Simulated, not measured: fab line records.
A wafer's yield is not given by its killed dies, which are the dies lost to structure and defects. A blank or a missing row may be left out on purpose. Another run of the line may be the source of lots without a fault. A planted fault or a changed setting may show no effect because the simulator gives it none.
Chamber matching / flow nand harc / NHARC_P_STI_DESCUM_14 on rie diel-12 has 4 sister chambers
The step chemistry O2, time 3 s. 4 wafers are shown with their chamber, then 7 later ones without.

WAFERS WITH THEIR CHAMBER
wafer=L716.1; chamber=2; oes product au (a.u.)=0.980
wafer=L716.3; chamber=0; oes product au (a.u.)=1.022
wafer=L716.5; chamber=3; oes product au (a.u.)=0.987
wafer=L719.5; chamber=1; oes product au (a.u.)=0.993

WAFERS WITHOUT THEIR CHAMBER
wafer=L719.6; oes product au (a.u.)=1.013
wafer=L723.1; oes product au (a.u.)=1.015
wafer=L723.2; oes product au (a.u.)=1.008
wafer=L723.6; oes product au (a.u.)=1.018
wafer=L732.1; oes product au (a.u.)=1.020
wafer=L732.3; oes product au (a.u.)=1.011
wafer=L732.4; oes product au (a.u.)=0.992

THE CHAMBER EACH PASSED THROUGH
wafer=L719.6; from the rows above=can't be placed: 0 or 1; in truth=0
wafer=L723.1; from the rows above=can't be placed: 0 or 1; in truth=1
wafer=L723.2; from the rows above=can't be placed: 0 or 1 or 3 or 2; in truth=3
wafer=L723.6; from the rows above=0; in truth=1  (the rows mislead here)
wafer=L732.1; from the rows above=0; in truth=0
wafer=L732.3; from the rows above=can't be placed: 0 or 1 or 3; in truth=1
wafer=L732.4; from the rows above=can't be placed: 1 or 3 or 2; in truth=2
Correct placement for 1 of the 7. Not placeable from these rows: 5 (in 5, the candidates include the true chamber). Placed wrongly: 1.
How it was worked out, from the rows above alone: a wafer's distance from a chamber is the root of the sum, over the readings, of the square of ((its reading less the chamber's mean) divided by the reading's scatter). If the next closest chamber is less than 2 further off than the closest, the wafer can't be placed; otherwise it belongs to the closest. Each chamber's mean is taken over the wafers shown for it. The scatter (one wafer shown for each chamber): square how far every hidden wafer sits from the nearest shown wafer, average those squares and take the square root.
